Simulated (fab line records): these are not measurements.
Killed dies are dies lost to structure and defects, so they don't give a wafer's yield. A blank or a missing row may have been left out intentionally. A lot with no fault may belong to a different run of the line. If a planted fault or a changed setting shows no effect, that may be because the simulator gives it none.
Chamber matching / flow n5_finfet / 4 sister chambers for N5_BEOL_M14_TRENCH_ETCH_34 on rie_diel-06
The step etches SiO2 in C4F8/O2/Ar, target depth 556.65 nm, time 126.9 s. 16 wafers are shown with their chamber, then 8 later ones without.

WAFERS, EACH WITH ITS CHAMBER
wafer=L076.1; chamber=0; rf_vpp_V (V)=2185; drypump_motor_current_A (A)=5.2; showerhead_plenum_p_Torr (Torr)=3.52
wafer=L076.4; chamber=2; rf_vpp_V (V)=2231; drypump_motor_current_A (A)=5.1; showerhead_plenum_p_Torr (Torr)=3.56
wafer=L076.6; chamber=2; rf_vpp_V (V)=2231; drypump_motor_current_A (A)=5.1; showerhead_plenum_p_Torr (Torr)=3.56
wafer=L075.2; chamber=1; rf_vpp_V (V)=2254; drypump_motor_current_A (A)=5.2; showerhead_plenum_p_Torr (Torr)=3.40
wafer=L075.4; chamber=3; rf_vpp_V (V)=2157; drypump_motor_current_A (A)=5.9; showerhead_plenum_p_Torr (Torr)=3.30
wafer=L075.6; chamber=3; rf_vpp_V (V)=2157; drypump_motor_current_A (A)=5.9; showerhead_plenum_p_Torr (Torr)=3.30
wafer=L078.2; chamber=0; rf_vpp_V (V)=2184; drypump_motor_current_A (A)=5.2; showerhead_plenum_p_Torr (Torr)=3.52
wafer=L078.4; chamber=1; rf_vpp_V (V)=2253; drypump_motor_current_A (A)=5.2; showerhead_plenum_p_Torr (Torr)=3.40
wafer=L078.6; chamber=0; rf_vpp_V (V)=2184; drypump_motor_current_A (A)=5.2; showerhead_plenum_p_Torr (Torr)=3.52
wafer=L079.2; chamber=2; rf_vpp_V (V)=2231; drypump_motor_current_A (A)=5.1; showerhead_plenum_p_Torr (Torr)=3.55
wafer=L079.3; chamber=0; rf_vpp_V (V)=2185; drypump_motor_current_A (A)=5.2; showerhead_plenum_p_Torr (Torr)=3.52
wafer=L079.5; chamber=3; rf_vpp_V (V)=2156; drypump_motor_current_A (A)=5.9; showerhead_plenum_p_Torr (Torr)=3.29
wafer=L086.1; chamber=2; rf_vpp_V (V)=2232; drypump_motor_current_A (A)=5.1; showerhead_plenum_p_Torr (Torr)=3.54
wafer=L086.3; chamber=3; rf_vpp_V (V)=2156; drypump_motor_current_A (A)=5.9; showerhead_plenum_p_Torr (Torr)=3.29
wafer=L086.5; chamber=1; rf_vpp_V (V)=2252; drypump_motor_current_A (A)=5.2; showerhead_plenum_p_Torr (Torr)=3.39
wafer=L088.2; chamber=2; rf_vpp_V (V)=2231; drypump_motor_current_A (A)=5.2; showerhead_plenum_p_Torr (Torr)=3.54

SIGNATURES (means of the wafers above)
reading=rf_vpp_V; chamber 0=2184.50; chamber 1=2253.00; chamber 2=2231.20; chamber 3=2156.50; scatter within a chamber=0.632
reading=drypump_motor_current_A; chamber 0=5.200; chamber 1=5.200; chamber 2=5.120; chamber 3=5.900; scatter within a chamber=0.0258
reading=showerhead_plenum_p_Torr; chamber 0=3.5200; chamber 1=3.3967; chamber 2=3.5500; chamber 3=3.2950; scatter within a chamber=0.00687
Rule: a wafer's distance from a chamber is the root of the sum, over the readings, of the square of ((its reading less the chamber's mean) divided by the reading's scatter). If the next closest chamber is less than 2 further off than the closest, the wafer can't be placed; otherwise it belongs to the closest. The scatter: the root of (the sum of the squares of (reading less its chamber's mean) over the shown wafers, divided by (wafers less chambers)).

WAFERS WITHOUT THEIR CHAMBER
wafer=L088.3; rf_vpp_V (V)=2252; drypump_motor_current_A (A)=5.2; showerhead_plenum_p_Torr (Torr)=3.39
wafer=L088.4; rf_vpp_V (V)=2251; drypump_motor_current_A (A)=5.2; showerhead_plenum_p_Torr (Torr)=3.39
wafer=L092.3; rf_vpp_V (V)=2153; drypump_motor_current_A (A)=5.9; showerhead_plenum_p_Torr (Torr)=3.28
wafer=L092.5; rf_vpp_V (V)=2184; drypump_motor_current_A (A)=5.3; showerhead_plenum_p_Torr (Torr)=3.51
wafer=L092.6; rf_vpp_V (V)=2252; drypump_motor_current_A (A)=5.2; showerhead_plenum_p_Torr (Torr)=3.38
wafer=L094.3; rf_vpp_V (V)=2230; drypump_motor_current_A (A)=5.1; showerhead_plenum_p_Torr (Torr)=3.53
wafer=L094.5; rf_vpp_V (V)=2184; drypump_motor_current_A (A)=5.2; showerhead_plenum_p_Torr (Torr)=3.51
wafer=L094.6; rf_vpp_V (V)=2250; drypump_motor_current_A (A)=5.2; showerhead_plenum_p_Torr (Torr)=3.37

THE CHAMBER EACH PASSED THROUGH
wafer=L088.3; from the rows above=1; in truth=1
wafer=L088.4; from the rows above=1; in truth=1
wafer=L092.3; from the rows above=3; in truth=3
wafer=L092.5; from the rows above=0; in truth=0
wafer=L092.6; from the rows above=1; in truth=1
wafer=L094.3; from the rows above=2; in truth=2
wafer=L094.5; from the rows above=0; in truth=0
wafer=L094.6; from the rows above=1; in truth=1
Correctly placed: 8 of 8. Left unplaced by these rows: 0. Number placed wrongly: 0.
